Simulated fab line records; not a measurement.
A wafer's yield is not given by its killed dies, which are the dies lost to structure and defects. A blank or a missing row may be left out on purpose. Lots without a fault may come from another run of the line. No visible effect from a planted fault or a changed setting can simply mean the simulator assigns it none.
Struck lot and sound lot, side by side | flow n5Finfet | 14 out of 1938 route steps
Sound: wafers L726.1, L726.4, L726.5. Wafers L736.1, L736.3, L736.5 were the ones struck. At the end, the cause is stated.
At each step with rows: each side's tool, then ch and its chambers, then its first start. Under that, the readings that differ: sound wafers | struck wafers | difference of the means | sigmas: that difference in standard deviations of wafers without a fault.
alike: a reading whose means differ by less than 2 such deviations, as well as words and numbers matching on both sides. not compared: withheld readings; readings where some wafer has no value; bounds like >300 that might hide an equal value; numbers whose values overlap and for which the record gives no deviation.
Wherever a step has rows on one side only, a row that says differs or no value, or a row with sigmas, the two part there. Non-overlapping numbers with no deviation appear without sigmas and do not part them. Lack of a reading on every wafer of one side parts them only where that side has two or more wafers.

first, 2 steps without rows for these wafers: N5_GATE_CUT_ETCH_19 (etches SiNx in CH3F/O2, target depth 53.7 nm, time 76.7 s); N5_GATE_CUT_CUT_ETCH_53 (etches W in SF6/Cl2, target depth 79.2 nm).
N5_GATE_CUT_CUT_ETCH_54: etches TiN in Cl2/BCl3, target depth 96.7 nm.
  sound on rieMetal-01 ch 1, day 6 19:17; struck on rieMetal-01 ch 0,1, day 9 09:33
  alike: drypumpMotorCurrentA, etchRfOnTimeS, oes_ar_750_au, oesProductAu, throttleValvePct
  not compared: rfHoursCounterH
then, 1 step without rows for these wafers: N5_GATE_CUT_CUT_ETCH_55 (etches HfO2 in BCl3, target depth 3.2 nm).
N5_GATE_CUT_ETCH_47: etches SiO2 in Cl2/BCl3, target depth 10 nm.
  sound on rieMetal-01 ch 1, day 6 19:28; struck on rieMetal-01 ch 0,1, day 9 09:38
  alike: drypumpMotorCurrentA, oes_ar_750_au, oesProductAu, throttleValvePct
  not compared: rfHoursCounterH
then, 2 steps without rows for these wafers: N5_GATE_CUT_VAPOR_ETCH_48 (etches TiN in BCl3/Cl2); N5_GATE_CUT_VAPOR_ETCH_49 (etches TiAlC in BCl3/Cl2).
N5_GATE_CUT_VAPOR_ETCH_51: etches HfO2 in BCl3/Cl2.
  sound on rieMetal-01 ch 1, day 6 19:38; struck on rieMetal-01 ch 0,1, day 9 09:44
  alike: drypumpMotorCurrentA, oesProductAu
N5_GATE_CUT_STRIP_21: strips in N2/H2, time 30 s.
  sound on plasmaAsher-01 ch 0,1, day 6 19:43; struck on plasmaAsher-01 ch 1, day 9 09:47
  alike: drypumpMotorCurrentA, heaterPowerW
  not compared: rfHoursCounterH
then, 2 steps without rows for these wafers: N5_GATE_CUT_STRIP_29 (strips in post etch residue remover, time 60 s); N5_GATE_CUT_SRD_52 (time 30 s).
N5_GATE_CUT_ALD_22: deposits SiNx, target thk 16 nm, pulse time 1 s, ald cycles 320.
  sound on aldSin-03 ch 1,2, day 6 19:52; struck on aldSin-03 ch 0,1,3, day 9 09:56
  alike: heaterPowerW, precursorPulseHeightRel
N5_GATE_CUT_CMP_23: polishes, stops on SiO2, t overpolish 23.4 s, target thk 16 nm.
  sound on cmp-02 ch 1,2, day 6 21:22; struck on cmp-01 ch 2,3, day 9 11:26
  no value came back on the struck wafers for any of 5 readings (edgeZonePressureFrac, headPressurePsi (psi) and others); on the sound wafers edgeZonePressureFrac reads 1.000 1.000 0.991
N5_BEOL_M4_RC_MEAS_101:
  the record has rows for the sound wafers here (prober-01 ch 0, day 9 20:40) and none for the struck ones

== WHERE THEY PART ==
Last at N5_BEOL_M4_RC_MEAS_101 as far as this record goes, first at N5_GATE_CUT_CMP_23.

WHY: what had been put in by the simulator
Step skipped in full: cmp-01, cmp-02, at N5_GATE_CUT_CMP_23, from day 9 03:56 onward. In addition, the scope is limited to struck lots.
